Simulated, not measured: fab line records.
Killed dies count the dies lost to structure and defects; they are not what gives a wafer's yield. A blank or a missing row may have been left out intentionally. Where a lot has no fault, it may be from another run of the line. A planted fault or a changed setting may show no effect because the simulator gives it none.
fab line records / flow n5Finfet
record: lots: 12 wafers: 33 lastDay: 19
route steps=1938 shown BEOL_M12@1603
lots that met no fault: taken from a fault-free run of the same line
startH: the number of hours between the record's first day and the start of the first shown wafer of the lot / waitH: hours since the lot's step before / " repeats the value in the row above / L1.1+2: several wafers, shown together as one row / - value missing, or start not given / * or withheld: withheld / < > ~ a bound
route shown NAME@n: a module of which the file shows steps, and the number in the route of the first / usual: mean/standard deviation of fault-free wafers / same: alike in all rows / chamber/n: place in a boat / sites: per-site readings / _std_site: standard deviation across them / _edge_site: outer sites' mean less inner sites' / radiusMm: how far each site lies from the wafer's centre / mask NAME#n: copy n / behind: the tool/chamber that last shaped the wafer / hold: reason for holding the lot/hours on hold/outcome of the hold / device: names the non-switching transistor (n, p or np) / end of line: the same wafers' tests at the end of the route / where a step has no rows: the recipe by itself / killed: count of dies lost to structure and defects at first sort (not the wafer's yield) / map: per-die view of a wafer (x killed, . not killed, _ where there is no die)
set.NAME: the setting the step ran with; set.NAME@STEP: the setting that earlier step ran with / model.NAME: the simulator's own value behind a step, which no gauge read
a sample of lots followed through the steps of the route, with each step as a table and each wafer as a row
services: the hour from which a tool's chamber was out of use, counted from the record's first day as startH (under 0 if before that day), plus the number of hours and why
== steps ==
step: N5_BEOL_M12_THK_MEAS_01
recipe: reads: SiOC_of_BEOL_M12_ILD_DEP_00
usual: M12_ILD_THK: 658/9.5
lot.wafer=L922.2 tool=filmMetro-02 chamber=- startH=248.13 waitH=0.1 M12_ILD_THK[nm]=656
lot.wafer=L922.3 tool=filmMetro-02 chamber=- startH=248.13 waitH=0.1 M12_ILD_THK[nm]=667
lot.wafer=L922.5 tool=filmMetro-02 chamber=- startH=248.13 waitH=0.1 M12_ILD_THK[nm]=677
lot.wafer=L923.3 tool=filmMetro-01 chamber=- startH=249.39 waitH=0.1 M12_ILD_THK[nm]=668
lot.wafer=L923.4 tool=filmMetro-01 chamber=- startH=249.39 waitH=0.1 M12_ILD_THK[nm]=665
lot.wafer=L924.1 tool=filmMetro-02 chamber=- startH=306.60 waitH=0.1 M12_ILD_THK[nm]=650
lot.wafer=L924.5 tool=filmMetro-02 chamber=- startH=306.60 waitH=0.1 M12_ILD_THK[nm]=652
lot.wafer=L924.6 tool=filmMetro-02 chamber=- startH=306.60 waitH=0.1 M12_ILD_THK[nm]=661
lot.wafer=L931.1 tool=filmMetro-02 chamber=- startH=309.56 waitH=0.1 M12_ILD_THK[nm]=652
lot.wafer=L931.2 tool=filmMetro-02 chamber=- startH=309.56 waitH=0.1 M12_ILD_THK[nm]=664
lot.wafer=L931.5 tool=filmMetro-02 chamber=- startH=309.56 waitH=0.1 M12_ILD_THK[nm]=668
lot.wafer=L928.1 tool=filmMetro-01 chamber=- startH=314.38 waitH=0.1 M12_ILD_THK[nm]=654
lot.wafer=L928.3 tool=filmMetro-01 chamber=- startH=314.38 waitH=0.1 M12_ILD_THK[nm]=662
lot.wafer=L928.4 tool=filmMetro-01 chamber=- startH=314.38 waitH=0.1 M12_ILD_THK[nm]=668
lot.wafer=L929.1 tool=filmMetro-02 chamber=- startH=315.06 waitH=0.1 M12_ILD_THK[nm]=650
lot.wafer=L929.2 tool=filmMetro-02 chamber=- startH=315.06 waitH=0.1 M12_ILD_THK[nm]=649
lot.wafer=L929.4 tool=filmMetro-02 chamber=- startH=315.06 waitH=0.1 M12_ILD_THK[nm]=651
lot.wafer=L927.1 tool=filmMetro-02 chamber=- startH=324.73 waitH=0.1 M12_ILD_THK[nm]=642
lot.wafer=L927.2 tool=filmMetro-02 chamber=- startH=324.73 waitH=0.1 M12_ILD_THK[nm]=648
lot.wafer=L930.2 tool=filmMetro-01 chamber=- startH=327.46 waitH=0.1 M12_ILD_THK[nm]=641
lot.wafer=L930.5 tool=filmMetro-01 chamber=- startH=327.46 waitH=0.1 M12_ILD_THK[nm]=654
lot.wafer=L936.1 tool=filmMetro-02 chamber=- startH=349.08 waitH=0.1 M12_ILD_THK[nm]=662
lot.wafer=L936.2 tool=filmMetro-02 chamber=- startH=349.08 waitH=0.1 M12_ILD_THK[nm]=661
lot.wafer=L936.4 tool=filmMetro-02 chamber=- startH=349.08 waitH=0.1 M12_ILD_THK[nm]=673
lot.wafer=L935.4 tool=filmMetro-01 chamber=- startH=356.30 waitH=0.1 M12_ILD_THK[nm]=660
lot.wafer=L935.5 tool=filmMetro-01 chamber=- startH=356.30 waitH=0.1 M12_ILD_THK[nm]=655
lot.wafer=L935.6 tool=filmMetro-01 chamber=- startH=356.30 waitH=0.1 M12_ILD_THK[nm]=660
lot.wafer=L942.1 tool=filmMetro-02 chamber=- startH=391.49 waitH=0.1 M12_ILD_THK[nm]=639
lot.wafer=L942.2 tool=filmMetro-02 chamber=- startH=391.49 waitH=0.1 M12_ILD_THK[nm]=649
lot.wafer=L942.5 tool=filmMetro-02 chamber=- startH=391.49 waitH=0.1 M12_ILD_THK[nm]=643
lot.wafer=L944.3 tool=filmMetro-02 chamber=- startH=413.97 waitH=0.1 M12_ILD_THK[nm]=646
lot.wafer=L944.5 tool=filmMetro-02 chamber=- startH=413.97 waitH=0.1 M12_ILD_THK[nm]=656
lot.wafer=L944.6 tool=filmMetro-02 chamber=- startH=413.97 waitH=0.1 M12_ILD_THK[nm]=673
step: N5_BEOL_M12_DESCUM_15
recipe: chemistry: O2 timeS: 7.9 sourcePowerW: 50 biasPowerW: 20 pressureMtorr: 20 rfFrequencyHz: 2.712e+07 tempC: 40 o2FlowSccm: 225
usual: drypumpMotorCurrentA: 5.7/0.42 oesProductAu: 0.81/0.088 rfVppV: 243.5/1.3 showerheadPlenumPTorr: 2.11/0.065 throttleValvePct: 20.44/0.24
lot.wafer=L922.2 tool=rieDiel-04 chamber=3 startH=248.64 waitH=0.0 drypumpMotorCurrentA=6.0 oesProductAu=0.89 rfHoursCounterH=41 rfVppV=244.6 showerheadPlenumPTorr=2.13 throttleValvePct=20.48
lot.wafer=L922.3 tool=rieDiel-04 chamber=1 startH=248.64 waitH=0.0 drypumpMotorCurrentA=5.7 oesProductAu=0.74 rfHoursCounterH=202 rfVppV=242.4 showerheadPlenumPTorr=2.05 throttleValvePct=20.40
lot.wafer=L922.5 tool=rieDiel-04 chamber=1 startH=248.64 waitH=0.0 drypumpMotorCurrentA=5.7 oesProductAu=0.75 rfHoursCounterH=- rfVppV=243.3 showerheadPlenumPTorr=2.05 throttleValvePct=20.39
lot.wafer=L923.3 tool=rieDiel-04 chamber=1 startH=249.87 waitH=0.1 drypumpMotorCurrentA=5.6 oesProductAu=0.75 rfHoursCounterH=202 rfVppV=243.4 showerheadPlenumPTorr=2.05 throttleValvePct=20.41
lot.wafer=L923.4 tool=rieDiel-04 chamber=0 startH=249.87 waitH=0.1 drypumpMotorCurrentA=5.8 oesProductAu=0.68 rfHoursCounterH=- rfVppV=243.2 showerheadPlenumPTorr=2.16 throttleValvePct=20.43
lot.wafer=L924.1 tool=rieDiel-02 chamber=2 startH=306.99 waitH=0.0 drypumpMotorCurrentA=5.3 oesProductAu=0.73 rfHoursCounterH=167 rfVppV=244.8 showerheadPlenumPTorr=2.20 throttleValvePct=20.50
lot.wafer=L924.5 tool=rieDiel-02 chamber=1 startH=306.99 waitH=0.0 drypumpMotorCurrentA=5.4 oesProductAu=0.93 rfHoursCounterH=- rfVppV=240.9 showerheadPlenumPTorr=2.06 throttleValvePct=20.52
lot.wafer=L924.6 tool=rieDiel-02 chamber=0 startH=306.99 waitH=0.0 drypumpMotorCurrentA=6.3 oesProductAu=0.77 rfHoursCounterH=- rfVppV=242.9 showerheadPlenumPTorr=2.12 throttleValvePct=20.86
lot.wafer=L931.1 tool=rieDiel-03 chamber=3 startH=309.95 waitH=0.0 drypumpMotorCurrentA=4.9 oesProductAu=0.86 rfHoursCounterH=53 rfVppV=244.9 showerheadPlenumPTorr=2.20 throttleValvePct=20.10
lot.wafer=L931.2 tool=rieDiel-03 chamber=2 startH=309.95 waitH=0.0 drypumpMotorCurrentA=5.3 oesProductAu=0.69 rfHoursCounterH=228 rfVppV=240.5 showerheadPlenumPTorr=1.98 throttleValvePct=20.83
lot.wafer=L931.5 tool=rieDiel-03 chamber=3 startH=309.95 waitH=0.0 drypumpMotorCurrentA=4.8 oesProductAu=0.86 rfHoursCounterH=- rfVppV=245.7 showerheadPlenumPTorr=2.20 throttleValvePct=20.10
lot.wafer=L928.1 tool=rieDiel-03 chamber=2 startH=314.90 waitH=0.0 drypumpMotorCurrentA=5.3 oesProductAu=0.69 rfHoursCounterH=230 rfVppV=240.0 showerheadPlenumPTorr=1.98 throttleValvePct=20.84
lot.wafer=L928.3 tool=rieDiel-03 chamber=0 startH=314.90 waitH=0.0 drypumpMotorCurrentA=5.0 oesProductAu=0.78 rfHoursCounterH=89 rfVppV=243.9 showerheadPlenumPTorr=2.10 throttleValvePct=20.38
lot.wafer=L928.4 tool=rieDiel-03 chamber=3 startH=314.90 waitH=0.0 drypumpMotorCurrentA=4.9 oesProductAu=0.86 rfHoursCounterH=56 rfVppV=244.8 showerheadPlenumPTorr=2.20 throttleValvePct=20.10
lot.wafer=L929.1 tool=rieDiel-04 chamber=2 startH=315.59 waitH=0.0 drypumpMotorCurrentA=6.2 oesProductAu=0.88 rfHoursCounterH=46 rfVppV=243.9 showerheadPlenumPTorr=2.22 throttleValvePct=20.31
lot.wafer=L929.2 tool=rieDiel-04 chamber=3 startH=315.59 waitH=0.0 drypumpMotorCurrentA=6.0 oesProductAu=0.85 rfHoursCounterH=63 rfVppV=244.2 showerheadPlenumPTorr=2.12 throttleValvePct=20.51
lot.wafer=L929.4 tool=rieDiel-04 chamber=2 startH=315.59 waitH=0.0 drypumpMotorCurrentA=6.2 oesProductAu=0.89 rfHoursCounterH=- rfVppV=245.0 showerheadPlenumPTorr=2.22 throttleValvePct=20.33
lot.wafer=L927.1 tool=rieDiel-04 chamber=1 startH=325.28 waitH=0.2 drypumpMotorCurrentA=5.7 oesProductAu=0.73 rfHoursCounterH=229 rfVppV=243.3 showerheadPlenumPTorr=2.04 throttleValvePct=20.43
lot.wafer=L927.2 tool=rieDiel-04 chamber=0 startH=325.28 waitH=0.2 drypumpMotorCurrentA=5.8 oesProductAu=1.02 rfHoursCounterH=0 rfVppV=243.3 showerheadPlenumPTorr=2.15 throttleValvePct=20.06
lot.wafer=L930.2 tool=rieDiel-04 chamber=1 startH=327.94 waitH=0.1 drypumpMotorCurrentA=5.7 oesProductAu=0.73 rfHoursCounterH=230 rfVppV=242.3 showerheadPlenumPTorr=2.04 throttleValvePct=20.45
lot.wafer=L930.5 tool=rieDiel-04 chamber=3 startH=327.94 waitH=0.1 drypumpMotorCurrentA=6.0 oesProductAu=0.84 rfHoursCounterH=- rfVppV=243.8 showerheadPlenumPTorr=2.12 throttleValvePct=20.52
lot.wafer=L936.1 tool=rieDiel-04 chamber=0 startH=349.47 waitH=0.0 drypumpMotorCurrentA=5.8 oesProductAu=0.97 rfHoursCounterH=11 rfVppV=244.7 showerheadPlenumPTorr=2.15 throttleValvePct=20.09
lot.wafer=L936.2 tool=rieDiel-04 chamber=3 startH=349.47 waitH=0.0 drypumpMotorCurrentA=6.0 oesProductAu=0.83 rfHoursCounterH=78 rfVppV=243.8 showerheadPlenumPTorr=2.12 throttleValvePct=20.53
lot.wafer=L936.4 tool=rieDiel-04 chamber=2 startH=349.47 waitH=0.0 drypumpMotorCurrentA=6.2 oesProductAu=0.86 rfHoursCounterH=61 rfVppV=245.5 showerheadPlenumPTorr=2.22 throttleValvePct=20.33
lot.wafer=L935.4 tool=rieDiel-02 chamber=0 startH=356.84 waitH=0.0 drypumpMotorCurrentA=6.3 oesProductAu=0.74 rfHoursCounterH=- rfVppV=242.5 showerheadPlenumPTorr=2.11 throttleValvePct=20.91
lot.wafer=L935.5 tool=rieDiel-02 chamber=2 startH=356.84 waitH=0.0 drypumpMotorCurrentA=5.2 oesProductAu=0.72 rfHoursCounterH=- rfVppV=244.6 showerheadPlenumPTorr=2.20 throttleValvePct=20.54
lot.wafer=L935.6 tool=rieDiel-02 chamber=1 startH=356.84 waitH=0.0 drypumpMotorCurrentA=5.5 oesProductAu=0.89 rfHoursCounterH=- rfVppV=242.4 showerheadPlenumPTorr=2.05 throttleValvePct=20.56
lot.wafer=L942.1 tool=rieDiel-02 chamber=3 startH=392.01 waitH=0.0 drypumpMotorCurrentA=5.7 oesProductAu=0.83 rfHoursCounterH=73 rfVppV=243.4 showerheadPlenumPTorr=2.06 throttleValvePct=20.45
lot.wafer=L942.2 tool=rieDiel-02 chamber=2 startH=392.01 waitH=0.0 drypumpMotorCurrentA=5.2 oesProductAu=0.71 rfHoursCounterH=203 rfVppV=243.3 showerheadPlenumPTorr=2.19 throttleValvePct=20.57
lot.wafer=L942.5 tool=rieDiel-02 chamber=2 startH=392.01 waitH=0.0 drypumpMotorCurrentA=5.2 oesProductAu=0.71 rfHoursCounterH=- rfVppV=244.2 showerheadPlenumPTorr=2.19 throttleValvePct=20.56
lot.wafer=L944.3 tool=rieDiel-02 chamber=3 startH=414.47 waitH=0.1 drypumpMotorCurrentA=5.7 oesProductAu=0.81 rfHoursCounterH=82 rfVppV=242.6 showerheadPlenumPTorr=2.05 throttleValvePct=20.45
lot.wafer=L944.5 tool=rieDiel-02 chamber=1 startH=414.47 waitH=0.1 drypumpMotorCurrentA=5.5 oesProductAu=0.85 rfHoursCounterH=- rfVppV=241.6 showerheadPlenumPTorr=2.04 throttleValvePct=20.60
lot.wafer=L944.6 tool=rieDiel-02 chamber=2 startH=414.47 waitH=0.1 drypumpMotorCurrentA=5.2 oesProductAu=0.70 rfHoursCounterH=- rfVppV=244.2 showerheadPlenumPTorr=2.19 throttleValvePct=20.57
step: N5_BEOL_M12_ETCH_68
recipe: chemistry: N2/H2 target: SOC maskMaterial: SiARC sourceW: 3000 biasW: 350 tempC: 40 timeS: 285 ionEnergyEv: 200 pressureMtorr: 30 n2FlowSccm: 200 h2FlowSccm: 200
usual: biasW: 350.0/0.94 drypumpMotorCurrentA: 5.6/0.46 oesProductAu: 0.82/0.079 rfVppV: 524.4/2.3 showerheadPlenumPTorr: 2.56/0.082 throttleValvePct: 17.66/0.21
lot.wafer=L922.2 tool=rieDiel-03 chamber=1 startH=249.85 waitH=0.1 biasW=351.8 drypumpMotorCurrentA=5.8 oesProductAu=0.68 rfHoursCounterH=245 rfVppV=523.6 showerheadPlenumPTorr=2.50 throttleValvePct=17.67
lot.wafer=L922.3 tool=rieDiel-03 chamber=0 startH=249.85 waitH=0.1 biasW=350.8 drypumpMotorCurrentA=5.0 oesProductAu=0.80 rfHoursCounterH=65 rfVppV=524.4 showerheadPlenumPTorr=2.55 throttleValvePct=17.50
lot.wafer=L922.5 tool=rieDiel-03 chamber=3 startH=249.85 waitH=0.1 biasW=349.7 drypumpMotorCurrentA=4.8 oesProductAu=0.90 rfHoursCounterH=- rfVppV=528.5 showerheadPlenumPTorr=2.70 throttleValvePct=17.55
lot.wafer=L923.3 tool=rieDiel-02 chamber=1 startH=250.96 waitH=0.1 biasW=350.0 drypumpMotorCurrentA=5.5 oesProductAu=0.95 rfHoursCounterH=12 rfVppV=521.7 showerheadPlenumPTorr=2.52 throttleValvePct=17.87
lot.wafer=L923.4 tool=rieDiel-02 chamber=3 startH=250.96 waitH=0.1 biasW=349.1 drypumpMotorCurrentA=5.7 oesProductAu=0.89 rfHoursCounterH=34 rfVppV=523.2 showerheadPlenumPTorr=2.46 throttleValvePct=17.28
lot.wafer=L924.1 tool=rieDiel-02 chamber=2 startH=308.25 waitH=0.1 biasW=351.3 drypumpMotorCurrentA=5.2 oesProductAu=0.73 rfHoursCounterH=167 rfVppV=526.5 showerheadPlenumPTorr=2.62 throttleValvePct=17.59
lot.wafer=L924.5 tool=rieDiel-02 chamber=3 startH=308.25 waitH=0.1 biasW=351.2 drypumpMotorCurrentA=5.7 oesProductAu=0.86 rfHoursCounterH=- rfVppV=522.6 showerheadPlenumPTorr=2.45 throttleValvePct=17.30
lot.wafer=L924.6 tool=rieDiel-02 chamber=2 startH=308.25 waitH=0.1 biasW=350.3 drypumpMotorCurrentA=5.2 oesProductAu=0.73 rfHoursCounterH=- rfVppV=527.6 showerheadPlenumPTorr=2.62 throttleValvePct=17.58
lot.wafer=L931.1 tool=rieDiel-02 chamber=0 startH=311.32 waitH=0.1 biasW=351.0 drypumpMotorCurrentA=6.3 oesProductAu=0.78 rfHoursCounterH=127 rfVppV=525.3 showerheadPlenumPTorr=2.53 throttleValvePct=17.78
lot.wafer=L931.2 tool=rieDiel-02 chamber=1 startH=311.32 waitH=0.1 biasW=349.6 drypumpMotorCurrentA=5.5 oesProductAu=0.92 rfHoursCounterH=29 rfVppV=522.5 showerheadPlenumPTorr=2.51 throttleValvePct=17.90
lot.wafer=L931.5 tool=rieDiel-02 chamber=1 startH=311.32 waitH=0.1 biasW=350.0 drypumpMotorCurrentA=5.4 oesProductAu=0.93 rfHoursCounterH=- rfVppV=523.1 showerheadPlenumPTorr=2.51 throttleValvePct=17.88
lot.wafer=L928.1 tool=rieDiel-04 chamber=2 startH=316.12 waitH=0.1 biasW=348.8 drypumpMotorCurrentA=6.2 oesProductAu=0.89 rfHoursCounterH=46 rfVppV=526.7 showerheadPlenumPTorr=2.69 throttleValvePct=17.57
lot.wafer=L928.3 tool=rieDiel-04 chamber=3 startH=316.12 waitH=0.1 biasW=347.4 drypumpMotorCurrentA=6.0 oesProductAu=0.85 rfHoursCounterH=64 rfVppV=524.6 showerheadPlenumPTorr=2.60 throttleValvePct=17.83
lot.wafer=L928.4 tool=rieDiel-04 chamber=1 startH=316.12 waitH=0.1 biasW=350.9 drypumpMotorCurrentA=5.7 oesProductAu=0.73 rfHoursCounterH=- rfVppV=521.9 showerheadPlenumPTorr=2.53 throttleValvePct=18.01
lot.wafer=L929.1 tool=rieDiel-03 chamber=1 startH=316.87 waitH=0.1 biasW=349.6 drypumpMotorCurrentA=5.8 oesProductAu=0.95 rfHoursCounterH=13 rfVppV=522.1 showerheadPlenumPTorr=2.49 throttleValvePct=17.37
lot.wafer=L929.2 tool=rieDiel-03 chamber=0 startH=316.87 waitH=0.1 biasW=350.3 drypumpMotorCurrentA=5.0 oesProductAu=0.79 rfHoursCounterH=90 rfVppV=524.7 showerheadPlenumPTorr=2.54 throttleValvePct=17.55
lot.wafer=L929.4 tool=rieDiel-03 chamber=2 startH=316.87 waitH=0.1 biasW=350.0 drypumpMotorCurrentA=5.2 oesProductAu=0.69 rfHoursCounterH=232 rfVppV=520.8 showerheadPlenumPTorr=2.39 throttleValvePct=17.94
lot.wafer=L927.1 tool=rieDiel-02 chamber=3 startH=326.49 waitH=0.1 biasW=351.3 drypumpMotorCurrentA=5.7 oesProductAu=0.84 rfHoursCounterH=59 rfVppV=521.7 showerheadPlenumPTorr=2.45 throttleValvePct=17.30
lot.wafer=L927.2 tool=rieDiel-02 chamber=1 startH=326.49 waitH=0.1 biasW=350.1 drypumpMotorCurrentA=5.5 oesProductAu=0.91 rfHoursCounterH=34 rfVppV=522.6 showerheadPlenumPTorr=2.51 throttleValvePct=17.91
lot.wafer=L930.2 tool=rieDiel-03 chamber=1 startH=329.25 waitH=0.1 biasW=348.3 drypumpMotorCurrentA=5.8 oesProductAu=0.94 rfHoursCounterH=17 rfVppV=522.5 showerheadPlenumPTorr=2.49 throttleValvePct=17.37
lot.wafer=L930.5 tool=rieDiel-03 chamber=0 startH=329.25 waitH=0.1 biasW=350.5 drypumpMotorCurrentA=5.0 oesProductAu=0.79 rfHoursCounterH=- rfVppV=524.1 showerheadPlenumPTorr=2.54 throttleValvePct=17.55
lot.wafer=L936.1 tool=rieDiel-04 chamber=0 startH=350.89 waitH=0.1 biasW=336.2 drypumpMotorCurrentA=5.8 oesProductAu=0.95 rfHoursCounterH=11 rfVppV=510.5 showerheadPlenumPTorr=2.63 throttleValvePct=17.53
lot.wafer=L936.2 tool=rieDiel-04 chamber=3 startH=350.89 waitH=0.1 biasW=335.7 drypumpMotorCurrentA=6.0 oesProductAu=0.82 rfHoursCounterH=78 rfVppV=510.2 showerheadPlenumPTorr=2.59 throttleValvePct=17.87
lot.wafer=L936.4 tool=rieDiel-04 chamber=2 startH=350.89 waitH=0.1 biasW=334.6 drypumpMotorCurrentA=6.2 oesProductAu=0.84 rfHoursCounterH=62 rfVppV=513.2 showerheadPlenumPTorr=2.68 throttleValvePct=17.61
lot.wafer=L935.4 tool=rieDiel-04 chamber=1 startH=357.91 waitH=0.1 biasW=336.3 drypumpMotorCurrentA=5.7 oesProductAu=0.72 rfHoursCounterH=243 rfVppV=508.7 showerheadPlenumPTorr=2.52 throttleValvePct=18.06
lot.wafer=L935.5 tool=rieDiel-04 chamber=0 startH=357.91 waitH=0.1 biasW=336.2 drypumpMotorCurrentA=5.8 oesProductAu=0.95 rfHoursCounterH=- rfVppV=511.2 showerheadPlenumPTorr=2.63 throttleValvePct=17.54
lot.wafer=L935.6 tool=rieDiel-04 chamber=3 startH=357.91 waitH=0.1 biasW=335.6 drypumpMotorCurrentA=6.0 oesProductAu=0.83 rfHoursCounterH=- rfVppV=511.4 showerheadPlenumPTorr=2.59 throttleValvePct=17.85
lot.wafer=L942.1 tool=rieDiel-02 chamber=3 startH=393.47 waitH=0.1 biasW=348.2 drypumpMotorCurrentA=5.7 oesProductAu=0.83 rfHoursCounterH=74 rfVppV=521.6 showerheadPlenumPTorr=2.44 throttleValvePct=17.33
lot.wafer=L942.2 tool=rieDiel-02 chamber=0 startH=393.47 waitH=0.1 biasW=350.2 drypumpMotorCurrentA=6.3 oesProductAu=0.74 rfHoursCounterH=163 rfVppV=523.1 showerheadPlenumPTorr=2.51 throttleValvePct=17.86
lot.wafer=L942.5 tool=rieDiel-02 chamber=1 startH=393.47 waitH=0.1 biasW=347.5 drypumpMotorCurrentA=5.5 oesProductAu=0.87 rfHoursCounterH=- rfVppV=521.5 showerheadPlenumPTorr=2.49 throttleValvePct=17.96
lot.wafer=L944.3 tool=rieDiel-02 chamber=3 startH=415.56 waitH=0.1 biasW=350.7 drypumpMotorCurrentA=5.7 oesProductAu=0.81 rfHoursCounterH=83 rfVppV=520.3 showerheadPlenumPTorr=2.44 throttleValvePct=17.36
lot.wafer=L944.5 tool=rieDiel-02 chamber=0 startH=415.56 waitH=0.1 biasW=349.5 drypumpMotorCurrentA=6.3 oesProductAu=0.72 rfHoursCounterH=- rfVppV=523.1 showerheadPlenumPTorr=2.51 throttleValvePct=17.87
lot.wafer=L944.6 tool=rieDiel-02 chamber=1 startH=415.56 waitH=0.1 biasW=350.3 drypumpMotorCurrentA=5.5 oesProductAu=0.85 rfHoursCounterH=- rfVppV=521.2 showerheadPlenumPTorr=2.49 throttleValvePct=17.96
step: N5_BEOL_M12_SPUTTER_43
recipe: material: TaN targetThkA: 150 tempC: 50 biasV: 168.6 powerW: 15000 chamberPressurePa: 0.12 timeS: 24.19
usual: throttleValvePct: 30.0/1.4
lot.wafer=L922.2 tool=pvdSputter-03 chamber=- startH=253.18 waitH=0.0 throttleValvePct=28.9
lot.wafer=L922.3 tool=pvdSputter-03 chamber=- startH=253.18 waitH=0.0 throttleValvePct=29.4
lot.wafer=L922.5 tool=pvdSputter-03 chamber=- startH=253.18 waitH=0.0 throttleValvePct=28.8
lot.wafer=L923.3 tool=pvdSputter-02 chamber=- startH=253.47 waitH=0.0 throttleValvePct=31.2
lot.wafer=L923.4 tool=pvdSputter-02 chamber=- startH=253.47 waitH=0.0 throttleValvePct=30.1
lot.wafer=L924.1 tool=pvdSputter-02 chamber=- startH=309.70 waitH=0.0 throttleValvePct=30.3
lot.wafer=L924.5 tool=pvdSputter-02 chamber=- startH=309.70 waitH=0.0 throttleValvePct=31.3
lot.wafer=L924.6 tool=pvdSputter-02 chamber=- startH=309.70 waitH=0.0 throttleValvePct=31.5
lot.wafer=L931.1 tool=pvdSputter-02 chamber=- startH=313.24 waitH=0.0 throttleValvePct=28.9
lot.wafer=L931.2 tool=pvdSputter-02 chamber=- startH=313.24 waitH=0.0 throttleValvePct=31.0
lot.wafer=L931.5 tool=pvdSputter-02 chamber=- startH=313.24 waitH=0.0 throttleValvePct=30.2
lot.wafer=L928.1 tool=pvdSputter-03 chamber=- startH=318.22 waitH=0.0 throttleValvePct=29.5
lot.wafer=L928.3 tool=pvdSputter-03 chamber=- startH=318.22 waitH=0.0 throttleValvePct=29.0
lot.wafer=L928.4 tool=pvdSputter-03 chamber=- startH=318.22 waitH=0.0 throttleValvePct=28.1
lot.wafer=L929.1 tool=pvdSputter-01 chamber=- startH=318.37 waitH=0.0 throttleValvePct=30.8
lot.wafer=L929.2 tool=pvdSputter-01 chamber=- startH=318.37 waitH=0.0 throttleValvePct=28.7
lot.wafer=L929.4 tool=pvdSputter-01 chamber=- startH=318.37 waitH=0.0 throttleValvePct=32.8
lot.wafer=L927.1 tool=pvdSputter-01 chamber=- startH=329.05 waitH=0.0 throttleValvePct=31.0
lot.wafer=L927.2 tool=pvdSputter-01 chamber=- startH=329.05 waitH=0.0 throttleValvePct=32.5
lot.wafer=L930.2 tool=pvdSputter-01 chamber=- startH=335.77 waitH=0.0 throttleValvePct=28.6
lot.wafer=L930.5 tool=pvdSputter-01 chamber=- startH=335.77 waitH=0.0 throttleValvePct=32.7
lot.wafer=L936.1 tool=pvdSputter-01 chamber=- startH=353.31 waitH=0.0 throttleValvePct=32.9
lot.wafer=L936.2 tool=pvdSputter-01 chamber=- startH=353.31 waitH=0.0 throttleValvePct=30.9
lot.wafer=L936.4 tool=pvdSputter-01 chamber=- startH=353.31 waitH=0.0 throttleValvePct=28.6
lot.wafer=L935.4 tool=pvdSputter-02 chamber=- startH=363.04 waitH=0.0 throttleValvePct=28.8
lot.wafer=L935.5 tool=pvdSputter-02 chamber=- startH=363.04 waitH=0.0 throttleValvePct=28.9
lot.wafer=L935.6 tool=pvdSputter-02 chamber=- startH=363.04 waitH=0.0 throttleValvePct=31.4
lot.wafer=L942.1 tool=pvdSputter-03 chamber=- startH=396.87 waitH=0.0 throttleValvePct=27.7
lot.wafer=L942.2 tool=pvdSputter-03 chamber=- startH=396.87 waitH=0.0 throttleValvePct=28.8
lot.wafer=L942.5 tool=pvdSputter-03 chamber=- startH=396.87 waitH=0.0 throttleValvePct=28.0
lot.wafer=L944.3 tool=pvdSputter-01 chamber=- startH=417.11 waitH=0.0 throttleValvePct=31.0
lot.wafer=L944.5 tool=pvdSputter-01 chamber=- startH=417.11 waitH=0.0 throttleValvePct=30.7
lot.wafer=L944.6 tool=pvdSputter-01 chamber=- startH=417.11 waitH=0.0 throttleValvePct=31.0
== services ==
tool=rieDiel-04 chamber=2 startH=244.17 hours=16.4 kind=repair
tool=rieDiel-03 chamber=1 startH=263.46 hours=- kind=clean
tool=rieDiel-03 chamber=1 startH=263.46 hours=- kind=consumableReplace:focusRing
tool=rieDiel-02 chamber=1 startH=286.15 hours=11.8 kind=repair
tool=rieDiel-04 chamber=0 startH=302.78 hours=- kind=clean
tool=rieDiel-04 chamber=0 startH=302.78 hours=- kind=consumableReplace:focusRing
tool=rieDiel-04 chamber=0 startH=302.78 hours=21.6 kind=scheduledDown
tool=rieDiel-04 chamber=0 startH=302.78 hours=21.6 kind=ventCycle
tool=rieDiel-02 chamber=3 startH=333.88 hours=28.2 kind=repair
tool=rieDiel-03 chamber=1 startH=359.08 hours=5.1 kind=repair
tool=rieDiel-03 chamber=2 startH=376.64 hours=- kind=clean
tool=rieDiel-03 chamber=2 startH=376.64 hours=- kind=consumableReplace:focusRing
tool=rieDiel-03 chamber=2 startH=376.64 hours=- kind=consumableReplace:showerhead
tool=rieDiel-03 chamber=2 startH=376.64 hours=19.1 kind=scheduledDown
tool=rieDiel-03 chamber=2 startH=376.64 hours=19.1 kind=ventCycle
tool=rieDiel-04 chamber=1 startH=382.68 hours=- kind=clean
tool=rieDiel-04 chamber=1 startH=382.68 hours=- kind=consumableReplace:focusRing
tool=rieDiel-04 chamber=1 startH=382.68 hours=23.1 kind=scheduledDown
tool=rieDiel-04 chamber=1 startH=382.68 hours=23.1 kind=ventCycle
tool=rieDiel-04 chamber=2 startH=395.37 hours=6.0 kind=repair
tool=rieDiel-02 chamber=- startH=402.40 hours=1.1 kind=repair
== key ==
firstSign: step: N5_BEOL_M12_ETCH_68 reading: biasW direction: down sigmas: 15 usual: * struck: *
effect: step: N5_BEOL_M12_ETCH_68 reading: rfVppV direction: down sigmas: 6 usual: 524.4 struck: 510.9
metAt N5_BEOL_M12_ETCH_68
struckLots L935,L936
baselineLoss: step: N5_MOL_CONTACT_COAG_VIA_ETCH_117 wafers: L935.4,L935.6
baselineLoss: step: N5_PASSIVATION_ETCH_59 wafers: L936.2
notActingAt N5_BEOL_M12_THK_MEAS_01,N5_BEOL_M12_DESCUM_15,N5_BEOL_M12_SPUTTER_43
onsetBetween 316.12 350.89
fault: kind: processParameterDrift tool: rieDiel-04 chamber: - onsetH: 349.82 steps: N5_BEOL_M12_ETCH_68 channel: biasW offset: * shape: step endH: 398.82 actsIn: * stated: *
baselineLoss: these wafers lose ten dies or more at that step, a loss of the line's own and not of a fault; the sort's usual values leave them out
